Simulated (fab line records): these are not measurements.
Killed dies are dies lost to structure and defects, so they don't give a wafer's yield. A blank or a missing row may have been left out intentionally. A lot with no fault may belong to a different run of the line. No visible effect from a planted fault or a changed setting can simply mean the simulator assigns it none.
fab line records | flow n5Finfet
record lots=7 wafers=39
route steps=1938 shown BEOL_M12@1639 BEOL_M15@1773 PASS1_CAP@1874
startH: start of the lot's first displayed wafer, in hours after the record's first day | waitH: time in hours since the lot's previous step | " identical to the entry in the row above | L1.1+2: several wafers, shown together as one row | - no value, or no start given | * or withheld: withheld | < > ~ a bound
route shown NAME@n: a module of which the file shows steps, and the number in the route of the first | usual: average and standard deviation across the fault-free wafers | same: alike in all rows | chamber/n: place in a boat | sites: each site's reading | _std_site: the standard deviation of these | _edge_site: mean of outer sites minus mean of inner sites | radiusMm: for every site, how far away it sits from the centre of the wafer | mask NAME#n: copy n | behind: the last tool/chamber to shape the wafer | hold: reason for holding the lot/hours on hold/outcome of the hold | device: transistor that didn't switch, given as n, p or np | end of line: the route-end tests of the same wafers | a step given without rows: its recipe and nothing more | killed: dies lost to structure and defects at the first sort, not the wafer's yield | map: shows each die of a wafer: x if killed, . if not, _ if none is there
set.NAME: setting as actually run; set.NAME@STEP: the setting as run at that earlier step | model.NAME: the simulator's own value behind a step, which no gauge read
lots run with intentionally changed settings; tables by step, rows by wafer
## steps
# step N5_BEOL_M12_TRENCH_ETCH_34
# recipe chemistry=C4F8/O2/Ar target=SiOC targetDepthA=3189.5 maskMaterial=SOC pressureMtorr=30 sourceW=3000 biasW=700 Ar_flow_sccm=400 C4F8_flow_sccm=15 O2_flow_sccm=8 heInnerTorr=15 heOuterTorr=30 timeS=125.5 ionEnergyEv=250
# columns lot.wafer tool chamber startH waitH set.timeS model.etch.depthNm
L075.1 rieDiel-02 0 248.82 0.0 125.5 309.2
L075.2 " 3 " " 194.1 483.3
L075.3 " 2 " " 194.1 491.4
L075.4 " 1 " " 194.1 480.9
L075.5 " 3 " " 125.5 310.4
L075.6 " 2 " " 125.5 311.8
L080.1 rieDiel-01 1 285.94 0.0 125.5 325.2
L080.2 " 3 " " 125.5 323.1
L080.3 " 2 " " 125.5 314.2
L080.4 " 3 " " 125.5 321.1
L080.5 " 2 " " 125.5 315.4
L080.6 " 1 " " 125.5 321.4
L083.1 rieDiel-01 2 301.48 0.0 125.5 318.9
L083.2 " 3 " " 125.5 327
L083.3 " 0 " " 125.5 314.1
L085.1 rieDiel-01 3 306.64 0.0 125.5 328.3
L085.2 " 2 " " 56.58 142.8
L085.3 " 1 " " 125.5 326
L085.4 " 0 " " 125.5 315.5
L085.5 " 1 " " 56.58 146.9
L085.6 " 0 " " 56.58 142.6
L087.1 rieDiel-02 2 322.05 0.0 125.5 319.8
L087.2 " 1 " " 67.05 171.3
L087.3 " 3 " " 125.5 327.4
L087.4 " 0 " " 125.5 314.1
L087.5 " 2 " " 67.05 171.5
L087.6 " 1 " " 67.05 171.2
L089.1 rieDiel-02 0 335.20 0.0 91.58 225.9
L089.2 " 2 " " 125.5 320.6
L089.3 " 1 " " 125.5 321.1
L089.4 " 3 " " 91.58 235.4
L089.5 " 2 " " 91.58 230.4
L089.6 " 1 " " 125.5 316.7
L096.1 rieDiel-01 2 391.31 0.0 125.5 316.2
L096.2 " 0 " " 125.5 314.1
L096.3 " 3 " " 125.5 324.2
L096.4 " 1 " " 125.5 323.1
L096.5 " 2 " " 125.5 315.2
L096.6 " 3 " " 125.5 322.4
# step N5_BEOL_M12_STRIP_70
# recipe chemistry=C4F8/O2/Ar resist=SiARC rfFrequencyHz=6e+07
# step N5_BEOL_M12_OCD_MEAS_35
# usual trenchDepthNm=318/4.5
# columns lot.wafer tool chamber startH waitH set.timeS@BEOL_M12_TRENCH_ETCH_34 trenchDepthNm
L075.1 ocd-01 - 248.97 0.0 125.5 309
L075.2 " - " " 194.1 482
L075.3 " - " " 194.1 491
L075.4 " - " " 194.1 481
L075.5 " - " " 125.5 311
L075.6 " - " " 125.5 312
L080.1 ocd-01 - 286.09 0.0 125.5 325
L080.2 " - " " 125.5 323
L080.3 " - " " 125.5 314
L080.4 " - " " 125.5 321
L080.5 " - " " 125.5 315
L080.6 " - " " 125.5 322
L083.1 ocd-02 - 301.63 0.0 125.5 319
L083.2 " - " " 125.5 327
L083.3 " - " " 125.5 314
L085.1 ocd-01 - 306.79 0.0 125.5 328
L085.2 " - " " 56.58 143
L085.3 " - " " 125.5 -
L085.4 " - " " 125.5 -
L085.5 " - " " 56.58 147
L085.6 " - " " 56.58 -
L087.1 ocd-02 - 322.20 0.0 125.5 320
L087.2 " - " " 67.05 172
L087.3 " - " " 125.5 327
L087.4 " - " " 125.5 315
L087.5 " - " " 67.05 172
L087.6 " - " " 67.05 171
L089.1 ocd-01 - 335.35 0.0 91.58 226
L089.2 " - " " 125.5 321
L089.3 " - " " 125.5 321
L089.4 " - " " 91.58 236
L089.5 " - " " 91.58 230
L089.6 " - " " 125.5 317
L096.1 ocd-01 - 391.47 0.0 125.5 317
L096.2 " - " " 125.5 -
L096.3 " - " " 125.5 324
L096.4 " - " " 125.5 -
L096.5 " - " " 125.5 -
L096.6 " - " " 125.5 323
# step N5_BEOL_M12_STRIP_37
# recipe chemistry=N2/H2 powerW=1000 tempC=250 h2Frac=0.65 overashFraction=0.3 pressureMtorr=withheld n2FlowSccm=1750 h2FlowSccm=3250
# step N5_BEOL_M12_ETCH_38
# recipe chemistry=CF4/N2 target=SiCN targetDepthA=687 taperDeg=2 timeS=73.4 ionEnergyEv=150 maskMaterial=SiO2 pressureMtorr=40 sourceW=430 biasW=70 Ar_flow_sccm=100 cf4FlowSccm=60 n2FlowSccm=60
# step N5_BEOL_M12_ECD_47
# recipe material=Cu targetThkA=7200
# step N5_BEOL_M12_ANNEAL_48
# recipe tempC=225 timeS=90 ambient=N2
# step N5_BEOL_M12_CMP_49
# recipe stopOn=SiOC tOverpolishS=20.6 downForcePsi=1 platenRpm=50 clearingPlatenDownForcePsi=1.5 clearingPlatenRpm=50 postCmpClean=cuAlkaline targetThkNm=320 clearingPlatenPadVelocityMS=0.99484 padVelocityMS=0.99484
# columns lot.wafer tool chamber startH waitH set.timeS@BEOL_M12_TRENCH_ETCH_34 model.Cu_of_BEOL_M12_ECD_47.thkNm
L075.1 cmp-01 1 250.61 0.3 125.5 311.2
L075.2 " 2 " " 194.1 483.8
L075.4 " 3 " " 194.1 484.4
L075.3 " 0 " " 194.1 493.2
L075.5 " 1 " " 125.5 310.2
L075.6 " 2 " " 125.5 312.6
L080.3 cmp-02 2 289.68 0.2 125.5 313.2
L080.4 " 3 " " 125.5 321.2
L080.2 " 0 " " 125.5 323.4
L080.1 " 1 " " 125.5 326
L080.6 " 2 " " 125.5 321.4
L080.5 " 3 " " 125.5 315
L083.1 cmp-01 1 306.11 0.3 125.5 320
L083.3 " 3 " " 125.5 317.2
L083.2 " 0 " " 125.5 328
L085.4 cmp-01 0 308.95 0.1 125.5 316.6
L085.2 " 1 " " 56.58 143.4
L085.3 " 2 " " 125.5 325.2
L085.1 " 3 " " 125.5 331.2
L085.6 " 0 " " 56.58 144
L085.5 " 1 " " 56.58 147
L087.2+5 cmp-04 2,3 325.83 0.2 67.05 173.4
L087.4 " 3 " " 125.5 315.6
L087.3 " 0 " " 125.5 328.2
L087.1 " 1 " " 125.5 321
L087.6 " 2 " " 67.05 172.8
L089.3 cmp-02 1 336.88 0.2 125.5 321.8
L089.2 " 2 " " 125.5 319.6
L089.1 " 3 " " 91.58 226.2
L089.4 " 0 " " 91.58 235.2
L089.5 " 1 " " 91.58 230.4
L089.6 " 2 " " 125.5 316.2
L096.3 cmp-04 3 393.41 0.2 125.5 325.2
L096.4 " 0 " " 125.5 323.6
L096.1 " 1 " " 125.5 317.8
L096.2 " 2 " " 125.5 315.6
L096.5 " 3 " " 125.5 315.8
L096.6 " 0 " " 125.5 322.6
# step N5_BEOL_M12_THK_MEAS_50
# recipe thkMeasGauge=xrf reads=Cu_of_BEOL_M12_ECD_47
# usual M12_THK=318/4.7
# columns lot.wafer tool chamber startH waitH set.timeS@BEOL_M12_TRENCH_ETCH_34 M12_THK[nm]
L075.1 filmMetro-02 - 250.91 - 125.5 313
L075.2 " - " " 194.1 489
L075.3 " - " " 194.1 496
L075.4 " - " " 194.1 486
L075.5 " - " " 125.5 312
L075.6 " - " " 125.5 314
L080.1 filmMetro-01 - 289.98 - 125.5 323
L080.2 " - " " 125.5 321
L080.3 " - " " 125.5 309
L080.4 " - " " 125.5 318
L080.5 " - " " 125.5 312
L080.6 " - " " 125.5 318
L083.1 filmMetro-01 - 306.41 - 125.5 318
L083.2 " - " " 125.5 327
L083.3 " - " " 125.5 316
L085.1 filmMetro-01 - 309.24 - 125.5 327
L085.2 " - " " 56.58 142
L085.3 " - " " 125.5 -
L085.4 " - " " 125.5 -
L085.5 " - " " 56.58 145
L085.6 " - " " 56.58 -
L087.1 filmMetro-02 - 326.12 - 125.5 316
L087.2 " - " " 67.05 171
L087.3 " - " " 125.5 323
L087.4 " - " " 125.5 310
L087.5 " - " " 67.05 170
L087.6 " - " " 67.05 170
L089.1 filmMetro-01 - 337.17 - 91.58 225
L089.2 " - " " 125.5 318
L089.3 " - " " 125.5 318
L089.4 " - " " 91.58 234
L089.5 " - " " 91.58 229
L089.6 " - " " 125.5 314
L096.1 filmMetro-02 - 393.71 - 125.5 318
L096.2 " - " " 125.5 -
L096.3 " - " " 125.5 327
L096.4 " - " " 125.5 -
L096.5 " - " " 125.5 -
L096.6 " - " " 125.5 323
# step N5_BEOL_M12_PRE_CLEAN_52
# recipe gas=NH3 timeS=15 tempC=withheld rfPowerW=300
# step N5_BEOL_M12_DEP_53
# recipe material=SiCN targetThkA=300 tempC=withheld precursor=3MS/NH3 pressureTorr=3 rfW=675 timeS=10.5
# step N5_BEOL_M12_RS_MEAS_54
# recipe thkMeasGauge=four-point-probe reads=Cu_of_BEOL_M12_ECD_47+Ta_of_BEOL_M12_SPUTTER_44+TaN_of_BEOL_M12_SPUTTER_43
# usual M12_RS=0.0603/0.00091
# columns lot.wafer tool chamber startH waitH set.timeS@BEOL_M12_TRENCH_ETCH_34 M12_RS[ohm/sq]
L075.1 filmMetro-02 - 251.03 0.0 125.5 0.0619
L075.2 " - " " 194.1 0.0391
L075.3 " - " " 194.1 0.0384
L075.4 " - " " 194.1 0.0391
L075.5 " - " " 125.5 0.0620
L075.6 " - " " 125.5 0.0615
L080.1 filmMetro-01 - 290.10 0.0 125.5 0.0590
L080.2 " - " " 125.5 0.0596
L080.3 " - " " 125.5 0.0616
L080.4 " - " " 125.5 0.0598
L080.5 " - " " 125.5 0.0611
L080.6 " - " " 125.5 0.0600
L083.1 filmMetro-01 - 306.54 0.0 125.5 0.0601
L083.2 " - " " 125.5 0.0586
L083.3 " - " " 125.5 0.0608
L085.1 filmMetro-01 - 309.37 0.0 125.5 0.0580
L085.2 " - " " 56.58 0.1420
L085.3 " - " " 125.5 -
L085.4 " - " " 125.5 -
L085.5 " - " " 56.58 0.1380
L085.6 " - " " 56.58 -
L087.1 filmMetro-01 - 326.25 0.0 125.5 0.0600
L087.2 " - " " 67.05 0.1155
L087.3 " - " " 125.5 0.0586
L087.4 " - " " 125.5 0.0611
L087.5 " - " " 67.05 0.1156
L087.6 " - " " 67.05 0.1158
L089.1 filmMetro-01 - 337.29 0.0 91.58 0.0868
L089.2 " - " " 125.5 0.0603
L089.3 " - " " 125.5 0.0598
L089.4 " - " " 91.58 0.0832
L089.5 " - " " 91.58 0.0850
L089.6 " - " " 125.5 0.0609
L096.1 filmMetro-01 - 393.83 0.0 125.5 0.0606
L096.2 " - " " 125.5 -
L096.3 " - " " 125.5 0.0593
L096.4 " - " " 125.5 -
L096.5 " - " " 125.5 -
L096.6 " - " " 125.5 0.0596
# step N5_BEOL_M15_ILD_DEP_00
# recipe material=SiO2 targetThkA=16293 tempC=400 precursor=TEOS/O2 pressureTorr=6.5 rfW=900 teosFlowSccm=161.4 gas=O2 flowSccm=2650 timeS=346.1
# columns lot.wafer tool chamber startH waitH set.targetThkA model.SiO2_of_BEOL_M15_ILD_DEP_00.thkNm
L075.1 pecvd-01 1 264.10 0.0 16293 1616
L075.2 " 0 " " 16293 1609
L075.3 " 2 " " 16293 1642
L075.4 " 2 " " 16293 1666
L075.5 " 1 " " 16293 1639
L075.6 " 0 " " 16293 1650
L080.1 pecvd-04 2 302.83 0.0 16293 1575
L080.2 " 0 " " 16293 1612
L080.3 " 1 " " 20540 2022
L080.4 " 0 " " 16293 1639
L080.5 " 1 " " 20540 2057
L080.6 " 2 " " 20540 2029
L083.1 pecvd-01 1 318.08 0.0 16293 1581
L083.2 " 2 " " 16293 1606
L083.3 " 2 " " 16293 1636
L085.1 pecvd-01 1 320.27 0.0 20920 2034
L085.2 " 2 " " 20920 2067
L085.3 " 1 " " 20920 2081
L085.4 " 2 " " 16293 1623
L085.5 " 1 " " 16293 1603
L085.6 " 2 " " 16293 1630
L087.1 pecvd-01 2 338.10 0.0 16293 1600
L087.2 " 1 " " 16293 1610
L087.3 " 2 " " 13380 1328
L087.4 " 1 " " 13380 1337
L087.5 " 1 " " 13380 1310
L087.6 " 2 " " 16293 1648
L089.1 pecvd-01 0 348.47 0.0 16293 1596
L089.2 " 1 " " 25530 2504
L089.3+5 " 2 " " 25530 2540
L089.4 " 0 " " 16293 1622
L089.6 " 1 " " 16293 1619
L096.1 pecvd-02 1 404.80 0.0 16293 1634
L096.2 " 0 " " 16293 1600
L096.3 " 2 " " 16293 1631
L096.4 " 1 " " 16293 1647
L096.5 " 2 " " 16293 1623
L096.6 " 0 " " 16293 1644
# step N5_BEOL_M15_THK_MEAS_01
# recipe reads=SiO2_of_BEOL_M15_ILD_DEP_00
# usual M15_ILD_THK=1625/22
# columns lot.wafer tool chamber startH waitH set.targetThkA@BEOL_M15_ILD_DEP_00 M15_ILD_THK[nm]
L075.1 filmMetro-01 - 264.35 0.1 16293 1615
L075.2 " - " " 16293 1609
L075.3 " - " " 16293 1642
L075.4 " - " " 16293 1665
L075.5 " - " " 16293 1639
L075.6 " - " " 16293 1652
L080.1 filmMetro-02 - 303.08 0.1 16293 1574
L080.2 " - " " 16293 1611
L080.3 " - " " 20540 2021
L080.4 " - " " 16293 1638
L080.5 " - " " 20540 2056
L080.6 " - " " 20540 2028
L083.1 filmMetro-01 - 318.44 0.2 16293 1582
L083.2 " - " " 16293 1606
L083.3 " - " " 16293 1637
L085.1 filmMetro-02 - 320.63 0.2 20920 2034
L085.2 " - " " 20920 2067
L085.3 " - " " 20920 2080
L085.4 " - " " 16293 1622
L085.5 " - " " 16293 1605
L085.6 " - " " 16293 1629
L087.1 filmMetro-02 - 338.46 0.2 16293 1600
L087.2 " - " " 16293 1611
L087.3 " - " " 13380 1329
L087.4 " - " " 13380 1336
L087.5 " - " " 13380 1310
L087.6 " - " " 16293 1649
L089.1 filmMetro-02 - 348.72 0.1 16293 1596
L089.2 " - " " 25530 2504
L089.3 " - " " 25530 2539
L089.4 " - " " 16293 1623
L089.5 " - " " 25530 2540
L089.6 " - " " 16293 1619
L096.1 filmMetro-02 - 405.05 0.1 16293 1634
L096.2 " - " " 16293 1599
L096.3 " - " " 16293 1630
L096.4 " - " " 16293 1646
L096.5 " - " " 16293 1624
L096.6 " - " " 16293 1645
# step N5_BEOL_M15_COAT_58
# recipe resist=BARC tempC=205 timeS=60 spinRpm=1500 resistThkNm=89
# step N5_BEOL_M15_COAT_04
# recipe spinRpm=1704 resistThkNm=800
# step N5_BEOL_M15_DESCUM_15
# recipe chemistry=O2 timeS=7.9 sourcePowerW=50 biasPowerW=20 pressureMtorr=20 rfFrequencyHz=2.712e+07 tempC=40 o2FlowSccm=225
# step N5_BEOL_M15_ETCH_59
# recipe chemistry=N2/H2 target=BARC targetDepthA=890 overetchA=267 timeS=67.9 ionEnergyEv=200 pressureMtorr=30 sourceW=840 biasW=150 n2FlowSccm=200 h2FlowSccm=200
# step N5_BEOL_M15_VIA_ETCH_16
# recipe chemistry=C4F8/O2/Ar target=SiO2 heInnerTorr=15 heOuterTorr=30 targetDepthA=17922 timeS=withheld ionEnergyEv=800 pressureMtorr=20 sourceW=1905 biasW=2040 Ar_flow_sccm=400 C4F8_flow_sccm=16 O2_flow_sccm=12 ends=cleared
# columns lot.wafer tool chamber startH waitH set.targetThkA@BEOL_M15_ILD_DEP_00 model.etch.depthNm model.coat_of_BEOL_M15_COAT_04.thkNm
L075.1 rieDiel-05 2 264.96 0.0 16293 1616 329.8
L075.2 " 0 " " 16293 1609 331.8
L075.3 " 3 " " 16293 1642 328.2
L075.4 " 2 " " 16293 1666 318
L075.5 " 0 " " 16293 1639 326.4
L075.6 " 3 " " 16293 1650 326
L080.1 rieDiel-03 3 303.56 0.0 16293 1575 344.4
L080.2 " 0 " " 16293 1612 332.2
L080.3 " 2 " " 20540 2022 241
L080.4 " 1 " " 16293 1639 328.2
L080.5 " 2 " " 20540 2057 231
L080.6 " 1 " " 20540 2029 230
L083.1 rieDiel-03 0 319.04 0.0 16293 1581 340.6
L083.2 " 3 " " 16293 1606 341.8
L083.3 " 1 " " 16293 1636 329.4
L085.1 rieDiel-03 3 321.11 0.0 20920 2034 240.6
L085.2 " 1 " " 20920 2067 228
L085.3 " 0 " " 20920 2081 221.8
L085.4 " 1 " " 16293 1623 331.6
L085.5 " 3 " " 16293 1603 342.8
L085.6 " 0 " " 16293 1630 330.4
L087.1 rieDiel-04 1 338.94 0.0 16293 1600 344.8
L087.2 " 3 " " 16293 1610 325
L087.3 " 0 " " 13380 1328 394.6
L087.4 " 2 " " 13380 1337 396
L087.5 " 2 " " 13380 1310 406.4
L087.6 " 1 " " 16293 1648 332.8
L089.1 rieDiel-04 3 349.58 0.0 16293 1596 333.6
L089.2 " 2 " " 25530 2504 123.8
L089.3 " 0 " " 25530 2540 109.4
L089.4 " 1 " " 16293 1622 342
L089.5 " 3 " " 25530 2540 102.6
L089.6 " 2 " " 16293 1619 339.6
L096.1 rieDiel-04 1 405.85 0.0 16293 1634 338.6
L096.2 " 3 " " 16293 1600 329.4
L096.3 " 2 " " 16293 1631 329.4
L096.4 " 3 " " 16293 1647 319.6
L096.5 " 2 " " 16293 1623 333.8
L096.6 " 1 " " 16293 1644 334
# step N5_PASSIVATION_PECVD_01
# recipe material=SiNx targetThkA=2000 tempC=400 precursor=SiH4/NH3/N2 pressureTorr=4.9 rfW=1406 timeS=43.2
# columns lot.wafer tool chamber startH waitH set.timeS model.SiNx_of_PASSIVATION_PECVD_01.thkNm
L075.1 pecvd-04 0 278.40 0.0 67.89 307.2
L075.2 " 1 " " 67.89 308.8
L075.3 " 2 " " 43.2 197
L075.4 " 2 " " 43.2 198.8
L075.5 " 1 " " 43.2 202.4
L075.6 " 0 " " 67.89 314.8
L080.1 pecvd-04 1 314.39 0.0 19.91 95.4
L080.2 " 2 " " 43.2 195.2
L080.3 " 0 " " 43.2 199
L080.4 " 2 " " 19.91 93
L080.5 " 0 " " 19.91 92.2
L080.6 " 1 " " 43.2 205.4
L083.1 pecvd-03 2 328.72 0.0 43.2 194.8
L083.2 " 0 " " 43.2 195.4
L083.3 " 1 " " 43.2 193.6
L085.1 pecvd-03 2 333.30 0.0 43.2 193.6
L085.2 " 0 " " 29.55 134.6
L085.3 " 1 " " 43.2 194.2
L085.4 " 0 " " 29.55 135
L085.5 " 1 " " 29.55 133.8
L085.6 " 2 " " 43.2 199.2
L087.1 pecvd-02 2 350.27 0.0 43.2 199.2
L087.2 " 1 " " 43.2 198.2
L087.3 " 2 " " 43.2 197.8
L087.4 " 1 " " 43.2 201.6
L087.5 " 2 " " 43.2 200.4
L087.6 " 1 " " 43.2 201
L089.1 pecvd-02 0 362.49 0.0 32.79 152.6
L089.2 " 2 " " 32.79 151.2
L089.3 " 1 " " 43.2 201.6
L089.4 " 1 " " 43.2 203.4
L089.5 " 0 " " 43.2 204.2
L089.6 " 2 " " 32.79 152.8
L096.1 pecvd-02 2 415.49 0.0 54.04 248.2
L096.2 " 0 " " 43.2 198
L096.3 " 1 " " 43.2 199.2
L096.4 " 0 " " 54.04 255.6
L096.5 " 1 " " 54.04 251.8
L096.6 " 2 " " 43.2 202.6
## key
split step=N5_BEOL_M12_TRENCH_ETCH_34 setting=timeS stated=125.5 by=wafer
response step=N5_BEOL_M12_TRENCH_ETCH_34 reading=model.etch.depthNm change=+3.23 per=1% r=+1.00
response step=N5_BEOL_M12_OCD_MEAS_35 reading=trenchDepthNm change=+3.23 per=1% r=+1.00
response step=N5_BEOL_M12_CMP_49 reading=model.Cu_of_BEOL_M12_ECD_47.thkNm change=+3.23 per=1% r=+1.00
response step=N5_BEOL_M12_THK_MEAS_50 reading=M12_THK change=+3.23 per=1% r=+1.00
response step=N5_BEOL_M12_RS_MEAS_54 reading=M12_RS change=-0.000902 per=1% r=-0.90
split step=N5_BEOL_M15_ILD_DEP_00 setting=targetThkA stated=16293 by=wafer
response step=N5_BEOL_M15_ILD_DEP_00 reading=model.SiO2_of_BEOL_M15_ILD_DEP_00.thkNm change=+16.1 per=1% r=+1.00
response step=N5_BEOL_M15_THK_MEAS_01 reading=M15_ILD_THK change=+16.1 per=1% r=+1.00
response step=N5_BEOL_M15_VIA_ETCH_16 reading=model.etch.depthNm change=+16.1 per=1% r=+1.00
response step=N5_BEOL_M15_VIA_ETCH_16 reading=model.coat_of_BEOL_M15_COAT_04.thkNm change=-3.91 per=1% r=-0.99
split step=N5_PASSIVATION_PECVD_01 setting=timeS stated=43.2 by=wafer
response step=N5_PASSIVATION_PECVD_01 reading=model.SiNx_of_PASSIVATION_PECVD_01.thkNm change=+1.97 per=1% r=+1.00
